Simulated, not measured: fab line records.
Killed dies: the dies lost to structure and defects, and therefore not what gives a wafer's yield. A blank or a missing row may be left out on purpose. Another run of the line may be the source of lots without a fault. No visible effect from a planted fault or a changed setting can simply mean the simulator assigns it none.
Split-lot experiment | flow n5-finfet | 39 wafers read from 7 lots, route of 1938 steps

THE SPLIT
At N5_BEOL_M0_SAQP_PECVD_04 (deposits a-Si from SiH4/He, target thk 60 nm, time 60.2 s), the setting time-s was moved away from the recipe's 60.2 s on 15 of the 39 wafers read, by -45.7% to +36.5%. This setting was run at the recipe's value on the other wafers.

FROM THE SPLIT TO THE READING: what the file shows between them, 7 steps
- N5_BEOL_M0_SAQP_THK_MEAS_05
- N5_BEOL_M0_SAQP_HM_DEP_111: deposits SiO2 from SiH4/N2O, target thk 12 nm, time 7.2 s
- N5_BEOL_M0_SAQP_COAT_81: time 60 s, resist thk 100 nm
- N5_BEOL_M0_SAQP_ETCH_84: etches SOC in N2/H2, target depth 100 nm, overetch 20 nm, time 150 s
- N5_BEOL_M0_SAQP_STRIP_80: strips in N2/H2
- N5_BEOL_M0_SAQP_HM_OPEN_112: chemistry CHF3/O2, target SiO2, stops on a-Si, target depth 12 nm, time 13.5 s
- N5_BEOL_M0_SAQP_STRIP_113: strips in CHF3/O2

THE READING
oes-product-au, in a.u., at N5_BEOL_M0_SAQP_MANDREL_ETCH_20 (etches a-Si in HBr/Cl2, stops on SiNx, target depth 60 nm, bt time 10 s, time 30 s). On this fab line, fault-free wafers typically give 0.767 a.u. with a standard deviation of 0.012 a.u.

wafer  | tool, chamber at the split | time-s as run, s | against the recipe | oes-product-au, a.u. | against lot-mates on the recipe
L075.1 | pecvd-04, 1                | 60.2             | recipe             | 0.783                | -
L075.2 | pecvd-04, 0,1              | 32.69            | -45.7%             | 0.553                | -0.226
L075.3 | pecvd-04, 2                | 32.69            | -45.7%             | 0.553                | -0.226
L075.4 | pecvd-04, 0                | 60.2             | recipe             | 0.764                | -
L075.5 | pecvd-04, 0,1              | 32.69            | -45.7%             | 0.554                | -0.225
L075.6 | pecvd-04, 2                | 60.2             | recipe             | 0.789                | -
L079.1 | pecvd-04, 2                | 60.2             | recipe             | 0.751                | -
L079.2 | pecvd-04, 0,1              | 44.12            | -26.7%             | 0.652                | -0.105
L079.3 | pecvd-04, 1                | 60.2             | recipe             | 0.756                | -
L079.4 | pecvd-04, 0                | 44.12            | -26.7%             | 0.651                | -0.106
L079.5 | pecvd-04, 2                | 60.2             | recipe             | 0.763                | -
L079.6 | pecvd-04, 0,1              | 44.12            | -26.7%             | 0.650                | -0.107
L083.1 | pecvd-01, 0                | 44.8             | -25.6%             | 0.640                | -0.126
L083.2 | pecvd-01, 2,0              | 44.8             | -25.6%             | 0.649                | -0.117
L083.3 | pecvd-01, 1                | 60.2             | recipe             | 0.771                | -
L083.4 | pecvd-01, 1                | 60.2             | recipe             | 0.766                | -
L083.5 | pecvd-01, 2                | 60.2             | recipe             | 0.762                | -
L083.6 | pecvd-01, 2,0              | 44.8             | -25.6%             | 0.642                | -0.124
L088.1 | pecvd-01, 1,0              | 60.2             | recipe             | 0.750                | -
L088.2 | pecvd-01, 2                | 60.2             | recipe             | 0.747                | -
L088.3 | pecvd-01, 0                | 60.2             | recipe             | 0.762                | -
L088.4 | pecvd-01, 1,0              | 60.2             | recipe             | 0.783                | -
L088.5 | pecvd-01, 2                | 60.2             | recipe             | 0.749                | -
L088.6 | pecvd-01, 1                | 60.2             | recipe             | 0.758                | -
L090.1 | pecvd-04, 0                | 82.18            | +36.5%             | 0.932                | +0.153
L090.2 | pecvd-04, 2                | 82.18            | +36.5%             | 0.929                | +0.150
L090.3 | pecvd-04, 1                | 60.2             | recipe             | 0.779                | -
L090.4 | pecvd-04, 0                | 60.2             | recipe             | 0.769                | -
L090.5 | pecvd-04, 2                | 60.2             | recipe             | 0.788                | -
L090.6 | pecvd-04, 1                | 82.18            | +36.5%             | 0.936                | +0.157
L091.1 | pecvd-04, 0                | 75.31            | +25.1%             | 0.889                | +0.126
L091.2 | pecvd-04, 1                | 60.2             | recipe             | 0.767                | -
L091.3 | pecvd-04, 2                | 60.2             | recipe             | 0.753                | -
L091.4 | pecvd-04, 0                | 60.2             | recipe             | 0.770                | -
L091.5 | pecvd-04, 2                | 75.31            | +25.1%             | 0.894                | +0.131
L091.6 | pecvd-04, 1                | 75.31            | +25.1%             | 0.888                | +0.125
L092.1 | pecvd-01, 0                | 60.2             | recipe             | 0.779                | -
L092.5 | pecvd-01, 0                | 60.2             | recipe             | 0.761                | -
L092.6 | pecvd-01, 1                | 60.2             | recipe             | 0.760                | -
The file does not say which wafer passed through which chamber wherever a row lists several chambers: such a row stands for several wafers.

FIT RESULTS
A straight line over all 39 wafers: oes-product-au changes by +0.00464 a.u. for each +1% of time-s; r = +0.99; the points scatter about the line by 0.011 a.u.
The same after taking each lot's own level away (the mean of its wafers on the recipe; 39 wafers): +0.00462 a.u. for each +1%; r = +0.99; scatter 0.011 a.u.
That fit puts the effect of the largest move of time-s on the reading at 0.21 a.u.
Across the lots, their own levels run from 0.7567 to 0.7787 a.u., a range of 1.8 times the standard deviation given above.
Consequently the slope shifts little with the lot-to-lot level, the two slopes agreeing.
Check: for one of the wafers moved furthest among these (-45.7%), held out of the fit, the line's prediction against its lot-mates is -0.209 a.u. Against them it came out at -0.226 a.u.

THE WHOLE CHAIN: every reading that the file lists as answering this split, in the file's order
step                            | what it does                                                                       | reading                                                                               | change (the file's fit)                   | r (the file's)
N5_BEOL_M0_SAQP_PECVD_04        | deposits a-Si from SiH4/He, target thk 60 nm, time 60.2 s                          | a-Si_of_BEOL_M0_SAQP_PECVD_04.thk-nm (the simulator's own value, which no gauge read) | +0.605 nm for each +1% of the setting     | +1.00
N5_BEOL_M0_SAQP_THK_MEAS_05     |                                                                                    | thk-nm                                                                                | withheld for each +1% of the setting      | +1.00
N5_BEOL_M0_SAQP_HM_OPEN_112     | chemistry CHF3/O2, target SiO2, stops on a-Si, target depth 12 nm, time 13.5 s     | a-Si_of_BEOL_M0_SAQP_PECVD_04.thk-nm (the simulator's own value, which no gauge read) | +0.606 nm for each +1% of the setting     | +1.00
N5_BEOL_M0_SAQP_MANDREL_ETCH_20 | etches a-Si in HBr/Cl2, stops on SiNx, target depth 60 nm, bt time 10 s, time 30 s | oes-product-au                                                                        | +0.00462 a.u. for each +1% of the setting | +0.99
N5_BEOL_M0_SAQP_MANDREL_ETCH_20 | etches a-Si in HBr/Cl2, stops on SiNx, target depth 60 nm, bt time 10 s, time 30 s | etch.depth-nm (the simulator's own value, which no gauge read)                        | +0.606 nm for each +1% of the setting     | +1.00

FILE'S OWN FIT
oes-product-au changes by +0.00462 a.u. for each +1% of time-s, r = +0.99.
